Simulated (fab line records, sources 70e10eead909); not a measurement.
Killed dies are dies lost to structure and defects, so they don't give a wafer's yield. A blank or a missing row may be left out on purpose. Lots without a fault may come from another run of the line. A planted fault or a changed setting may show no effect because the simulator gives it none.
fab line records | flow nand_harc
record lots=24 wafers=72 last_day=34
route steps=1302 shown A_STAIRCASE@678
lots that met no fault: from a run of the same line without faults
start_h: hours from the record's first day to the start of the lot's first wafer shown | wait_h: hours since the lot's step before | " the same as in the row above | L1.1+2: a row that stands for several wafers | - no value, or no start given | * or withheld: withheld | < > ~ a bound
route shown NAME@n: a module of which the file shows steps, and the number in the route of the first | usual: mean/standard deviation of fault-free wafers | same: alike in all rows | chamber/n: place in a boat | sites: the reading at each site | _std_site: their standard deviation | _edge_site: outer sites' mean less inner sites' | radius_mm: how far each site lies from the wafer's centre | mask NAME#n: copy n | behind: the tool/chamber that last shaped the wafer | hold: why the lot was held/for how many hours/how that ended | device: the transistor (n, p or np) that didn't switch | end of line: the same wafers' tests at the end of the route | a step without rows: its recipe alone | killed: dies lost to structure and defects at the first sort, not the wafer's yield | map: a wafer's dies, x killed, . not, _ none there
set.NAME: the setting as run; set.NAME@STEP: as run at that earlier step | model.NAME: the simulator's own value behind a step, which no gauge read
steps of the route over a sample of lots; a table a step, a row a wafer
services: from which hour (start_h, from the record's first day; less than 0 if before it) a tool's chamber was out of use, for how many hours, and why
## steps
# step NHARC_A_STAIRCASE_ETCH_21
# recipe target_depth_a=1000 time_s=40.5 ion_energy_ev=400 c4f8_flow_sccm=20 o2_flow_sccm=10 ar_flow_sccm=withheld rf_w=600 bias_w=1000 chemistry=C4F8/O2
# usual oes_product_au=0.955/0.016 rf_vpp_V=894/5
# columns lot.wafer tool chamber start_h wait_h oes_product_au rf_hours_counter_h rf_vpp_V
L074.4 rie_diel-01 1 - - 0.944 46 894
L074.6 " 1 " " 0.943 - 893
L074.5 " 2 " " 0.961 - 892
L075.1 rie_diel-10 1 - - 0.954 28 887
L075.6 " 0 " " 0.946 - 895
L075.5 " 1 " " 0.965 - 888
L076.2 rie_diel-08 1 - - 0.988 63 904
L076.1 " 2 " " 0.985 51 889
L076.5 " 3 " " 0.978 - 893
L077.1 rie_diel-10 1 - - 0.948 33 888
L077.4 " 2 " " 0.971 36 897
L077.6 " 1 " " 0.947 - 887
L078.1 rie_diel-08 3 - - 0.968 2 892
L078.3 " 2 " " 0.972 2 890
L078.6 " 0 " " 0.969 - 887
L079.3 rie_diel-10 1 - - 0.942 36 887
L079.1 " 3 " " 0.959 45 897
L079.5 " 1 " " 0.930 - 887
L080.2 rie_diel-10 3 - - 0.998 54 896
L080.3 " 1 " " 0.948 41 887
L080.6 " 3 " " 0.993 - 895
L081.3 rie_diel-10 1 - - 0.954 42 887
L081.1 " 3 " " 0.996 55 896
L081.5 " 2 " " 0.962 - 897
L083.4 rie_diel-10 2 - - 0.990 0 895
L083.1 " 0 " " 0.942 1 895
L083.2 " 1 " " 0.958 1 907
L082.2 rie_diel-01 0 - - 0.963 22 893
L082.4 " 2 " " 0.960 15 890
L082.5 " 0 " " 0.962 - 894
L084.2 rie_diel-10 3 - - 0.969 7 897
L084.6 " 3 " " 0.973 - 896
L084.5 " 0 " " 0.964 - 896
L085.3 rie_diel-08 2 - - 0.960 26 890
L085.6 " 1 " " 0.958 - 903
L085.5 " 2 " " 0.952 - 889
L086.2 rie_diel-10 3 - - 0.954 12 896
L086.5 " 1 " " 0.944 - 906
L086.6 " 2 " " 0.924 - 896
L087.1 rie_diel-01 3 - - 0.938 35 891
L087.5 " 3 " " 0.951 - 890
L087.6 " 0 " " 0.941 - 893
L089.1 rie_diel-08 1 - - 0.977 42 904
L089.3 " 2 " " 0.942 38 889
L089.5 " 1 " " 0.972 - 904
L088.3 rie_diel-01 3 - - 0.950 42 891
L088.5 " 2 " " 0.957 - 890
L088.6 " 3 " " 0.949 - 890
L091.3 rie_diel-01 0 - - 0.934 53 892
L091.1 " 1 " " 0.962 51 894
L091.5 " 3 " " 0.946 - 891
L090.2 rie_diel-10 2 - - 0.934 25 895
L090.1 " 0 " " 0.926 22 893
L090.6 " 3 " " 0.933 - 894
L092.3 rie_diel-01 0 - - 0.952 60 893
L092.4 " 2 " " 0.971 49 890
L092.2 " 3 " " 0.955 53 890
L093.2 rie_diel-01 2 - - 0.945 54 889
L093.6 " 0 " " 0.935 - 892
L093.5 " 1 " " 0.959 - 893
L095.1 rie_diel-10 3 - - 0.964 39 896
L095.3 " 0 " " 0.951 36 895
L095.6 " 1 " " 0.951 - 904
L094.2 rie_diel-10 2 - - 0.951 42 895
L094.4 " 1 " " 0.954 39 905
L094.5 " 2 " " 0.954 - 896
L096.3 rie_diel-08 2 - - 0.958 2 888
L096.2 " 3 " " 0.950 1 893
L096.1 " 1 " " 0.949 2 903
L097.3 rie_diel-10 1 - - 0.954 52 905
L097.1 " 2 " " 0.956 54 896
L097.2 " 0 " " 0.936 47 894
# step NHARC_A_STAIRCASE_TRIM_22
# recipe time_s=211.2 o2_flow_sccm=500 ar_flow_sccm=0 bias_w=0 chemistry=O2
# usual drypump_motor_current_A=5.73/0.29 oes_product_au=1.001/0.0091 rf_vpp_V=57.7/0.89 showerhead_plenum_p_Torr=3.49/0.14 throttle_valve_pct=17.035/0.0085
# columns lot.wafer tool chamber start_h wait_h drypump_motor_current_A oes_product_au rf_hours_counter_h rf_vpp_V showerhead_plenum_p_Torr throttle_valve_pct
L074.4 rie_diel-01 0 - - 5.42 0.986 50 56.7 3.47 17.037
L074.6 " 2 " " 6.11 0.991 - 56.5 3.38 17.015
L074.5 " 3 " " 5.66 0.997 - 57.1 3.41 17.023
L075.1 rie_diel-10 1 - - 5.61 0.992 28 56.5 3.29 17.026
L075.5 " 2 " " 5.18 1.001 - 57.7 3.55 17.029
L075.6 " 3 " " 6.00 1.016 - 58.8 3.54 17.025
L076.2 rie_diel-08 3 - - 5.90 0.999 49 57.7 3.45 17.036
L076.1 " 0 " " 5.77 0.984 56 55.7 3.30 17.041
L076.5 " 2 " " 5.87 1.007 - 57.2 3.36 17.034
L077.1 rie_diel-10 1 - - 5.59 0.990 34 58.2 3.28 17.026
L077.4 " 2 " " 5.18 1.003 36 58.9 3.55 17.029
L077.6 " 3 " " 6.01 1.005 - 58.1 3.54 17.037
L078.3 rie_diel-08 2 - - 5.82 1.000 2 59.2 3.36 17.040
L078.1 " 3 " " 5.92 0.995 2 56.5 3.45 17.037
L078.6 " 0 " " 5.75 0.987 - 57.4 3.30 17.029
L079.3 rie_diel-10 0 - - 5.83 0.998 37 57.5 3.49 17.043
L079.1 " 1 " " 5.66 0.986 36 57.8 3.28 17.029
L079.5 " 3 " " 6.01 1.025 - 57.5 3.54 17.034
L080.3 rie_diel-10 0 - - 5.87 1.006 46 56.9 3.48 17.040
L080.2 " 1 " " 5.59 0.992 41 57.1 3.28 17.035
L080.6 " 0 " " 5.83 1.003 - 58.1 3.48 17.040
L081.1 rie_diel-10 3 - - 6.01 1.013 55 55.4 3.53 17.033
L081.3 " 0 " " 5.82 0.996 47 57.7 3.48 17.023
L081.5 " 2 " " 5.18 0.999 - 58.2 3.54 17.048
L083.4 rie_diel-10 3 - - 6.01 1.005 1 58.5 3.53 17.029
L083.1 " 0 " " 5.83 0.991 1 58.1 3.48 17.040
L083.2 " 2 " " 5.23 1.001 0 57.1 3.54 17.038
L082.4 rie_diel-01 2 - - 6.15 1.000 15 57.4 3.37 17.032
L082.2 " 3 " " 5.64 0.995 17 58.4 3.40 17.039
L082.5 " 3 " " 5.69 0.994 - 57.4 3.40 17.035
L084.2 rie_diel-10 0 - - 5.86 0.998 6 57.7 3.48 17.036
L084.6 " 1 " " 5.63 1.000 - 56.7 3.80 17.040
L084.5 " 2 " " 5.16 0.992 - 58.3 3.54 17.033
L085.3 rie_diel-08 0 - - 5.77 0.986 26 57.6 3.29 17.047
L085.6 " 3 " " 5.94 1.000 - 57.9 3.44 17.050
L085.5 " 0 " " 5.77 0.989 - 58.1 3.29 17.015
L086.2 rie_diel-10 1 - - 5.64 1.009 17 57.9 3.80 17.038
L086.5 " 2 " " 5.22 1.010 - 57.7 3.53 17.031
L086.6 " 3 " " 5.99 0.997 - 58.0 3.53 17.053
L087.1 rie_diel-01 1 - - 6.09 1.005 41 57.6 3.45 17.031
L087.5 " 3 " " 5.66 0.989 - 58.1 3.39 17.045
L087.6 " 0 " " 5.46 0.995 - 56.3 3.44 17.015
L089.1 rie_diel-08 2 - - 5.84 1.002 38 56.7 3.34 17.041
L089.3 " 3 " " 5.91 1.001 35 59.1 3.43 17.045
L089.5 " 1 " " 5.48 1.010 - 58.3 3.75 17.040
L088.3 rie_diel-01 3 - - 5.67 1.008 42 57.6 3.39 17.034
L088.6 " 0 " " 5.50 0.995 - 57.1 3.43 17.031
L088.5 " 1 " " 6.11 1.018 - 57.6 3.45 17.027
L091.3 rie_diel-01 3 - - 5.71 1.012 46 56.3 3.38 17.044
L091.1 " 1 " " 6.09 1.007 51 57.4 3.45 17.036
L091.5 " 3 " " 5.69 1.010 - 57.1 3.38 17.011
L090.1 rie_diel-10 2 - - 5.20 1.010 25 57.4 3.53 17.032
L090.2 " 1 " " 5.68 1.004 25 59.7 3.79 17.042
L090.6 " 3 " " 6.03 0.993 - 55.8 3.52 17.044
L092.4 rie_diel-01 0 - - 5.48 0.996 60 57.7 3.43 17.040
L092.3 " 1 " " 6.08 1.005 58 58.3 3.44 17.031
L092.2 " 2 " " 6.10 0.988 49 56.7 3.35 17.005
L093.2 rie_diel-01 2 - - 6.14 0.992 54 56.5 3.35 17.033
L093.5 " 1 " " 6.10 1.006 - 57.2 3.44 17.040
L093.6 " 2 " " 6.10 0.995 - 57.5 3.35 17.028
L095.3 rie_diel-10 1 - - 5.62 1.002 39 58.9 3.79 17.035
L095.1 " 3 " " 6.00 1.009 39 57.7 3.51 17.032
L095.6 " 2 " " 5.20 1.016 - 57.5 3.52 17.041
L094.2 rie_diel-10 0 - - 5.86 0.995 36 57.9 3.46 17.038
L094.4 " 3 " " 6.00 1.001 39 58.5 3.51 17.021
L094.5 " 1 " " 5.64 1.005 - 58.4 3.79 17.046
L096.1 rie_diel-08 0 - - 5.73 1.008 2 58.9 3.81 17.031
L096.2 " 1 " " 5.50 1.017 2 58.2 3.74 17.049
L096.3 " 3 " " 5.94 0.997 1 56.4 3.42 17.044
L097.1 rie_diel-10 2 - - 5.19 1.010 54 57.5 3.51 17.036
L097.2 " 3 " " 6.01 0.997 50 58.4 3.50 17.009
L097.3 " 0 " " 5.84 0.997 47 56.6 3.46 17.029
# step NHARC_A_STAIRCASE_ETCH_25
# recipe target_depth_a=1000 time_s=40.5 ion_energy_ev=400 c4f8_flow_sccm=20 o2_flow_sccm=10 ar_flow_sccm=withheld rf_w=600 bias_w=1000 chemistry=C4F8/O2
# usual oes_product_au=0.946/0.01 rf_vpp_V=894/4.9
# columns lot.wafer tool chamber start_h wait_h oes_product_au rf_hours_counter_h rf_vpp_V
L074.4 rie_diel-01 0 - - 0.944 50 893
L074.5 " 0 " " 0.949 - 894
L074.6 " 1 " " 0.948 - 895
L075.1 rie_diel-10 2 - - 0.939 29 897
L075.6 " 3 " " 0.959 - 895
L075.5 " 0 " " 0.926 - 895
L076.2 rie_diel-08 1 - - 0.958 63 904
L076.1 " 2 " " 0.954 51 891
L076.5 " 1 " " 0.957 - 905
L077.1 rie_diel-10 2 - - 0.943 36 895
L077.4 " 1 " " 0.940 34 888
L077.6 " 2 " " 0.942 - 898
L078.1 rie_diel-08 0 - - 0.940 3 889
L078.3 " 1 " " 0.966 3 904
L078.6 " 0 " " 0.947 - 888
L079.3 rie_diel-10 2 - - 0.951 39 897
L079.1 " 3 " " 0.956 45 895
L079.5 " 3 " " 0.953 - 897
L080.2 rie_diel-10 0 - - 0.940 47 894
L080.3 " 2 " " 0.964 46 896
L080.6 " 0 " " 0.947 - 894
L081.3 rie_diel-10 2 - - 0.946 47 896
L081.1 " 3 " " 0.956 55 896
L081.5 " 1 " " 0.932 - 887
L083.2 rie_diel-10 0 - - 0.937 1 894
L083.4 " 1 " " 0.951 1 905
L083.1 " 3 " " 0.945 1 896
L082.2 rie_diel-01 0 - - 0.938 22 893
L082.4 " 3 " " 0.938 17 892
L082.5 " 0 " " 0.932 - 893
L084.2 rie_diel-10 1 - - 0.954 10 906
L084.6 " 3 " " 0.967 - 895
L084.5 " 0 " " 0.950 - 893
L085.3 rie_diel-08 1 - - 0.955 27 904
L085.6 " 2 " " 0.953 - 888
L085.5 " 3 " " 0.954 - 894
L086.2 rie_diel-10 2 - - 0.944 15 897
L086.6 " 2 " " 0.942 - 896
L086.5 " 3 " " 0.952 - 897
L087.1 rie_diel-01 3 - - 0.937 36 892
L087.5 " 3 " " 0.939 - 892
L087.6 " 0 " " 0.930 - 893
L088.3 rie_diel-01 2 - - 0.949 36 888
L088.6 " 1 " " 0.964 - 892
L088.5 " 2 " " 0.936 - 888
L089.1 rie_diel-08 0 - - 0.951 42 887
L089.3 " 1 " " 0.958 43 903
L089.5 " 1 " " 0.962 - 903
L091.1 rie_diel-01 1 - - 0.949 51 893
L091.3 " 3 " " 0.951 46 891
L091.5 " 1 " " 0.942 - 892
L090.2 rie_diel-10 3 - - 0.938 23 894
L090.1 " 1 " " 0.937 25 904
L090.6 " 0 " " 0.943 - 895
L092.2 rie_diel-01 2 - - 0.957 49 889
L092.3 " 3 " " 0.944 53 889
L092.4 " 1 " " 0.952 58 892
L093.2 rie_diel-01 2 - - 0.939 54 889
L093.5 " 0 " " 0.920 - 892
L093.6 " 1 " " 0.947 - 893
L095.1 rie_diel-10 2 - - 0.944 42 895
L095.3 " 3 " " 0.952 39 894
L095.6 " 3 " " 0.955 - 895
L094.4 rie_diel-10 3 - - 0.926 40 895
L094.2 " 1 " " 0.942 39 905
L094.5 " 2 " " 0.935 - 896
L096.1 rie_diel-08 0 - - 0.944 2 905
L096.2 " 1 " " 0.949 2 904
L096.3 " 3 " " 0.939 1 892
L097.3 rie_diel-10 3 - - 0.947 50 895
L097.1 " 0 " " 0.932 48 892
L097.2 " 2 " " 0.964 54 895
# step NHARC_A_STAIRCASE_TRIM_193
# recipe time_s=211.2 o2_flow_sccm=500 ar_flow_sccm=0 bias_w=0 chemistry=O2
# usual drypump_motor_current_A=5.75/0.27 oes_product_au=1.001/0.0091 rf_vpp_V=57.7/1 showerhead_plenum_p_Torr=3.49/0.14 throttle_valve_pct=17.037/0.0099
# columns lot.wafer tool chamber start_h wait_h drypump_motor_current_A oes_product_au rf_hours_counter_h rf_vpp_V showerhead_plenum_p_Torr throttle_valve_pct
L074.6 rie_diel-08 3 - - 5.97 0.995 - 58.4 3.45 17.039
L074.5 " 1 " " 5.49 1.006 - 58.4 3.77 17.024
L074.4 " 2 " " 5.87 1.006 - 57.5 3.37 17.033
L075.1 rie_diel-10 3 - - 6.00 1.025 35 56.9 3.55 17.035
L075.6 " 0 " " 5.80 1.002 - 56.9 3.49 17.036
L075.5 " 1 " " 5.64 0.980 - 57.4 3.29 17.044
L076.2 rie_diel-01 0 - - 5.46 1.011 54 57.6 3.46 17.031
L076.1 " 3 " " 5.73 1.002 50 58.5 3.41 17.034
L076.5 " 1 " " 6.09 0.991 - 59.1 3.48 17.030
L077.1 rie_diel-10 3 - - 6.03 1.027 44 56.4 3.54 17.034
L077.4 " 0 " " 5.83 1.004 36 58.5 3.49 17.026
L077.6 " 3 " " 6.02 1.015 - 56.6 3.54 17.059
L078.3 rie_diel-10 3 - - 6.00 1.014 47 58.9 3.54 17.012
L078.1 " 0 " " 5.82 0.993 39 58.0 3.49 17.039
L078.6 " 0 " " 5.80 1.008 - 57.4 3.49 17.028
L079.3 rie_diel-10 3 - - 6.02 1.016 47 57.4 3.54 17.043
L079.1 " 1 " " 5.60 0.985 38 56.6 3.28 17.042
L079.5 " 3 " " 6.00 1.023 - 59.4 3.54 17.039
L080.3 rie_diel-08 0 - - 5.76 0.985 14 55.9 3.29 17.021
L080.2 " 2 " " 5.83 1.007 15 57.8 3.36 17.041
L080.6 " 0 " " 5.75 0.998 - 55.7 3.29 17.044
L081.1 rie_diel-10 2 - - 5.20 1.002 48 57.9 3.54 17.051
L081.3 " 0 " " 5.80 0.995 48 57.3 3.48 17.047
L081.5 " 3 " " 6.01 1.015 - 59.7 3.53 17.044
L083.4 rie_diel-10 3 - - 6.01 1.008 1 57.3 3.53 17.030
L083.1 " 1 " " 5.60 0.993 1 58.1 3.81 17.049
L083.2 " 2 " " 5.22 1.006 1 57.9 3.54 17.044
L082.4 rie_diel-01 1 - - 6.10 0.996 23 58.9 3.46 17.023
L082.2 " 2 " " 6.13 1.002 16 56.6 3.37 17.030
L082.5 " 3 " " 5.66 0.999 - 57.4 3.40 17.042
L085.3 rie_diel-10 1 - - 5.61 1.004 10 57.4 3.80 17.022
L085.6 " 3 " " 6.02 1.005 - 59.2 3.53 17.015
L085.5 " 0 " " 5.83 1.005 - 57.7 3.48 17.045
L084.2 rie_diel-08 3 - - 5.95 1.004 25 58.1 3.44 17.056
L084.5 " 3 " " 5.92 0.999 - 59.4 3.44 17.024
L084.6 " 0 " " 5.78 0.994 - 56.8 3.29 17.043
L086.2 rie_diel-08 2 - - 5.82 1.018 34 56.8 3.35 17.020
L086.6 " 2 " " 5.82 1.013 - 57.5 3.35 17.044
L086.5 " 3 " " 5.92 1.003 - 57.5 3.43 17.024
L087.1 rie_diel-01 0 - - 5.45 0.995 45 60.0 3.44 17.024
L087.5 " 1 " " 6.09 1.007 - 56.9 3.45 17.039
L087.6 " 2 " " 6.10 0.994 - 56.6 3.36 17.034
L088.3 rie_diel-08 2 - - 5.84 1.000 40 58.8 3.34 17.032
L088.6 " 3 " " 5.94 1.009 - 57.0 3.43 17.039
L088.5 " 0 " " 5.76 0.991 - 57.4 3.28 17.043
L089.3 rie_diel-10 1 - - 5.60 1.006 22 58.8 3.80 17.028
L089.1 " 2 " " 5.21 1.007 19 58.1 3.53 17.035
L089.5 " 0 " " 5.82 0.998 - 57.7 3.47 17.031
L091.1 rie_diel-01 3 - - 5.68 1.012 46 57.7 3.38 17.036
L091.3 " 0 " " 5.50 0.993 54 58.2 3.43 17.036
L091.5 " 2 " " 6.12 0.991 - 57.9 3.36 17.022
L090.2 rie_diel-10 1 - - 5.60 1.007 26 58.8 3.79 17.033
L090.1 " 2 " " 5.22 1.012 26 58.1 3.53 17.041
L090.6 " 2 " " 5.23 1.008 - 57.6 3.53 17.047
L092.4 rie_diel-10 1 - - 5.61 1.000 34 58.7 3.79 17.036
L092.2 " 2 " " 5.20 1.005 35 57.8 3.52 17.039
L092.3 " 0 " " 5.83 0.987 31 58.3 3.46 17.049
L093.2 rie_diel-01 3 - - 5.69 1.003 59 57.1 3.38 17.046
L093.5 " 0 " " 5.49 0.981 - 56.8 3.43 17.037
L093.6 " 1 " " 6.09 1.010 - 58.3 3.44 17.036
L095.3 rie_diel-10 2 - - 5.22 1.014 43 57.1 3.52 17.050
L095.1 " 0 " " 5.84 0.999 38 56.9 3.46 17.038
L095.6 " 2 " " 5.19 0.999 - 59.3 3.52 17.058
L094.2 rie_diel-10 2 - - 5.20 1.012 44 57.2 3.52 17.031
L094.4 " 3 " " 6.00 0.998 41 57.4 3.51 17.045
L094.5 " 1 " " 5.58 0.994 - 59.9 3.78 17.046
L096.3 rie_diel-10 0 - - 5.86 0.999 42 60.3 3.46 17.024
L096.1 " 1 " " 5.62 0.993 45 58.6 3.78 17.045
L096.2 " 2 " " 5.18 1.012 47 56.9 3.51 17.042
L097.2 rie_diel-08 2 - - 5.86 0.994 12 57.1 3.33 17.034
L097.3 " 3 " " 5.94 1.001 12 59.7 3.41 17.030
L097.1 " 0 " " 5.78 0.997 12 59.1 3.80 17.031
# step NHARC_A_STAIRCASE_ETCH_199
# recipe target_depth_a=1000 time_s=40.5 ion_energy_ev=400 c4f8_flow_sccm=20 o2_flow_sccm=10 ar_flow_sccm=withheld rf_w=600 bias_w=1000 chemistry=C4F8/O2
# usual oes_product_au=0.946/0.011 rf_vpp_V=894/5.1
# columns lot.wafer tool chamber start_h wait_h oes_product_au rf_hours_counter_h rf_vpp_V
L074.4 rie_diel-01 0 - - 0.946 51 894
L074.6 " 0 " " 0.944 - 895
L074.5 " 1 " " 0.947 - 894
L075.1 rie_diel-01 1 - - 0.942 49 894
L075.6 " 2 " " 0.934 - 891
L075.5 " 3 " " 0.946 - 892
L076.1 rie_diel-01 3 - - 0.948 50 892
L076.2 " 0 " " 0.943 55 894
L076.5 " 2 " " 0.938 - 890
L077.4 rie_diel-10 1 - - 0.932 35 888
L077.1 " 3 " " 0.949 44 897
L077.6 " 2 " " 0.930 - 898
L078.1 rie_diel-10 0 - - 0.928 40 893
L078.3 " 3 " " 0.969 48 896
L078.6 " 1 " " 0.921 - 889
L079.1 rie_diel-10 3 - - 0.953 48 896
L079.3 " 1 " " 0.924 39 887
L079.5 " 2 " " 0.943 - 896
L080.3 rie_diel-08 3 - - 0.947 12 893
L080.2 " 0 " " 0.944 14 886
L080.6 " 1 " " 0.959 - 904
L081.3 rie_diel-10 1 - - 0.929 44 888
L081.1 " 3 " " 0.964 56 898
L081.5 " 1 " " 0.930 - 887
L083.1 rie_diel-08 3 - - 0.961 20 893
L083.2 " 0 " " 0.949 22 884
L083.4 " 2 " " 0.946 23 890
L082.2 rie_diel-08 0 - - 0.944 23 886
L082.4 " 2 " " 0.955 23 890
L082.5 " 1 " " 0.970 - 904
L085.3 rie_diel-08 0 - - 0.932 28 888
L085.6 " 0 " " 0.934 - 887
L085.5 " 1 " " 0.965 - 904
L084.2 rie_diel-01 0 - - 0.944 36 893
L084.6 " 3 " " 0.950 - 890
L084.5 " 0 " " 0.936 - 892
L086.2 rie_diel-08 0 - - 0.932 37 887
L086.5 " 3 " " 0.938 - 893
L086.6 " 0 " " 0.932 - 886
L087.1 rie_diel-01 1 - - 0.947 42 893
L087.5 " 1 " " 0.945 - 894
L087.6 " 2 " " 0.949 - 889
L088.3 rie_diel-08 1 - - 0.958 43 904
L088.5 " 2 " " 0.955 - 890
L088.6 " 3 " " 0.940 - 893
L089.3 rie_diel-10 2 - - 0.948 20 896
L089.1 " 3 " " 0.946 18 895
L089.5 " 3 " " 0.940 - 896
L091.1 rie_diel-08 3 - - 0.949 43 892
L091.3 " 1 " " 0.971 48 903
L091.5 " 3 " " 0.952 - 893
L090.2 rie_diel-10 0 - - 0.928 23 894
L090.1 " 1 " " 0.945 26 905
L090.6 " 3 " " 0.945 - 894
L092.4 rie_diel-10 0 - - 0.954 31 893
L092.2 " 2 " " 0.950 35 896
L092.3 " 3 " " 0.960 32 896
L093.2 rie_diel-01 1 - - 0.953 66 893
L093.6 " 0 " " 0.930 - 892
L093.5 " 1 " " 0.945 - 892
L095.1 rie_diel-01 2 - - 0.970 56 891
L095.3 " 3 " " 0.954 59 893
L095.6 " 2 " " 0.973 - 890
L094.4 rie_diel-10 2 - - 0.947 44 895
L094.2 " 1 " " 0.945 41 905
L094.5 " 2 " " 0.957 - 896
L096.2 rie_diel-10 3 - - 0.942 47 896
L096.1 " 1 " " 0.939 49 906
L096.3 " 2 " " 0.955 51 894
L097.1 rie_diel-08 1 - - 0.945 13 903
L097.2 " 3 " " 0.949 12 891
L097.3 " 0 " " 0.949 13 906
# step NHARC_A_STAIRCASE_TRIM_200
# recipe time_s=211.2 o2_flow_sccm=500 ar_flow_sccm=0 bias_w=0 chemistry=O2
# usual drypump_motor_current_A=5.75/0.26 oes_product_au=1.000/0.0085 rf_vpp_V=57.6/0.89 showerhead_plenum_p_Torr=3.48/0.15 throttle_valve_pct=17.036/0.0095
# columns lot.wafer tool chamber start_h wait_h drypump_motor_current_A oes_product_au rf_hours_counter_h rf_vpp_V showerhead_plenum_p_Torr throttle_valve_pct
L074.4 rie_diel-01 3 - - 5.67 1.009 47 56.8 3.41 17.040
L074.5 " 3 " " 5.67 1.005 - 58.5 3.41 17.033
L074.6 " 0 " " 5.49 1.002 - 56.4 3.47 17.040
L075.1 rie_diel-01 0 - - 5.50 1.004 54 57.0 3.46 17.044
L075.6 " 3 " " 5.68 1.009 - 57.6 3.41 17.037
L075.5 " 0 " " 5.45 0.998 - 55.7 3.47 17.037
L076.1 rie_diel-01 2 - - 6.12 1.014 54 55.9 3.38 17.041
L076.2 " 0 " " 5.43 0.998 55 58.7 3.46 17.046
L076.5 " 3 " " 5.67 1.008 - 57.6 3.41 17.040
L077.4 rie_diel-10 0 - - 5.84 0.984 36 56.8 3.49 17.030
L077.1 " 1 " " 5.60 0.998 35 56.7 3.28 17.036
L077.6 " 2 " " 5.20 1.002 - 57.0 3.55 17.042
L078.1 rie_diel-10 0 - - 5.82 0.984 40 58.0 3.49 17.027
L078.3 " 1 " " 5.62 0.987 38 56.5 3.28 17.040
L078.6 " 1 " " 5.60 0.998 - 56.3 3.28 17.027
L079.1 rie_diel-10 2 - - 5.17 0.996 42 58.3 3.55 17.031
L079.3 " 3 " " 6.03 1.025 48 57.9 3.54 17.036
L079.5 " 1 " " 5.61 0.993 - 57.2 3.28 17.038
L080.3 rie_diel-08 3 - - 5.96 1.002 12 57.1 3.44 17.044
L080.2 " 0 " " 5.78 0.988 14 58.1 3.29 17.025
L080.6 " 1 " " 5.51 1.008 - 57.6 3.76 17.030
L081.3 rie_diel-10 0 - - 5.84 0.995 49 57.7 3.48 17.044
L081.1 " 1 " " 5.62 0.988 44 57.2 3.28 17.046
L081.5 " 1 " " 5.62 0.991 - 56.4 3.28 17.044
L083.2 rie_diel-08 0 - - 5.76 0.978 22 55.8 3.29 17.042
L083.4 " 1 " " 5.49 1.005 23 58.2 3.76 17.027
L083.1 " 2 " " 5.86 1.007 23 58.0 3.35 17.045
L082.4 rie_diel-08 0 - - 5.73 0.991 23 57.0 3.29 17.035
L082.2 " 3 " " 5.92 1.002 21 55.3 3.44 17.037
L082.5 " 0 " " 5.76 0.990 - 57.7 3.29 17.031
L085.3 rie_diel-08 1 - - 5.52 1.005 29 58.3 3.75 17.045
L085.6 " 2 " " 5.85 1.011 - 57.6 3.35 17.037
L085.5 " 3 " " 5.92 1.005 - 56.3 3.44 17.041
L084.2 rie_diel-01 0 - - 5.51 0.995 36 57.3 3.44 17.047
L084.5 " 0 " " 5.53 0.985 - 57.4 3.44 17.028
L084.6 " 1 " " 6.08 1.006 - 58.2 3.46 17.034
L086.2 rie_diel-08 1 - - 5.50 1.003 37 56.7 3.75 17.025
L086.5 " 2 " " 5.87 0.994 - 58.4 3.35 17.041
L086.6 " 3 " " 5.94 1.002 - 57.9 3.43 17.029
L087.1 rie_diel-01 1 - - 6.09 1.016 42 59.4 3.45 17.028
L087.5 " 3 " " 5.64 1.003 - 57.7 3.39 17.072
L087.6 " 2 " " 6.15 1.003 - 57.2 3.36 17.023
L088.3 rie_diel-08 0 - - 5.77 1.002 42 57.5 3.28 17.044
L088.5 " 2 " " 5.85 0.997 - 57.9 3.34 17.043
L088.6 " 3 " " 5.93 0.998 - 56.4 3.43 17.033
L089.1 rie_diel-10 2 - - 5.20 0.998 20 59.0 3.53 17.034
L089.3 " 3 " " 6.01 0.994 18 57.4 3.52 17.040
L089.5 " 2 " " 5.19 1.009 - 58.6 3.53 17.026
L091.1 rie_diel-08 3 - - 5.93 0.990 43 57.9 3.43 17.040
L091.3 " 1 " " 5.48 1.007 48 56.2 3.74 17.021
L091.5 " 2 " " 5.85 1.001 - 56.7 3.34 17.029
L090.1 rie_diel-10 0 - - 5.85 1.006 24 57.5 3.47 17.030
L090.2 " 1 " " 5.65 0.995 26 57.4 3.79 17.032
L090.6 " 1 " " 5.60 0.998 - 58.1 3.79 17.035
L092.3 rie_diel-10 0 - - 5.83 0.984 31 58.5 3.46 17.025
L092.4 " 1 " " 5.63 1.005 34 58.0 3.79 17.045
L092.2 " 3 " " 6.00 1.011 33 58.1 3.51 17.035
L093.2 rie_diel-01 0 - - 5.49 1.002 67 57.3 3.42 17.026
L093.5 " 1 " " 6.09 1.008 - 57.1 3.44 17.041
L093.6 " 2 " " 6.15 1.001 - 57.1 3.35 17.028
L095.1 rie_diel-01 0 - - 5.49 0.987 67 58.6 3.42 17.044
L095.3 " 1 " " 6.09 1.003 67 56.3 3.44 17.029
L095.6 " 3 " " 5.67 1.000 - 57.1 3.38 17.049
L094.2 rie_diel-10 0 - - 5.85 0.993 38 59.2 3.46 17.024
L094.4 " 2 " " 5.23 1.001 44 57.8 3.52 17.060
L094.5 " 3 " " 6.00 0.990 - 57.7 3.51 17.057
L096.2 rie_diel-10 1 - - 5.60 0.999 49 57.4 3.78 17.044
L096.1 " 2 " " 5.22 1.002 51 56.5 3.51 17.037
L096.3 " 0 " " 5.82 0.989 44 56.4 3.46 17.039
L097.1 rie_diel-08 0 - - 5.77 0.995 13 58.6 3.80 17.024
L097.3 " 1 " " 5.49 0.998 13 57.6 3.73 17.029
L097.2 " 2 " " 5.83 0.994 12 57.9 3.32 17.037
## services
# columns tool chamber start_h hours kind
rie_diel-10 0 329.99 - clean
rie_diel-10 1 329.99 - clean
rie_diel-10 2 329.99 - clean
rie_diel-10 3 329.99 - clean
rie_diel-08 - 334.32 0.7 repair
rie_diel-08 0 349.19 9.5 repair
rie_diel-08 - 353.90 1.2 repair
rie_diel-10 0 354.49 - clean
rie_diel-10 1 354.49 - clean
rie_diel-10 2 354.49 - clean
rie_diel-10 3 354.49 - clean
rie_diel-08 - 370.53 9.0 pm
rie_diel-10 0 378.99 - clean
rie_diel-10 1 378.99 - clean
rie_diel-01 - 382.61 9.0 pm
rie_diel-10 1 393.31 7.2 repair
rie_diel-08 3 395.82 5.9 repair
rie_diel-10 - 424.43 9.0 pm
rie_diel-01 2 443.63 9.3 repair
rie_diel-01 0 483.12 3.1 repair
rie_diel-08 - 549.95 9.0 pm
rie_diel-01 - 559.61 9.0 pm
rie_diel-08 3 561.34 3.8 repair
rie_diel-08 2 573.35 5.6 repair
## key
fault none
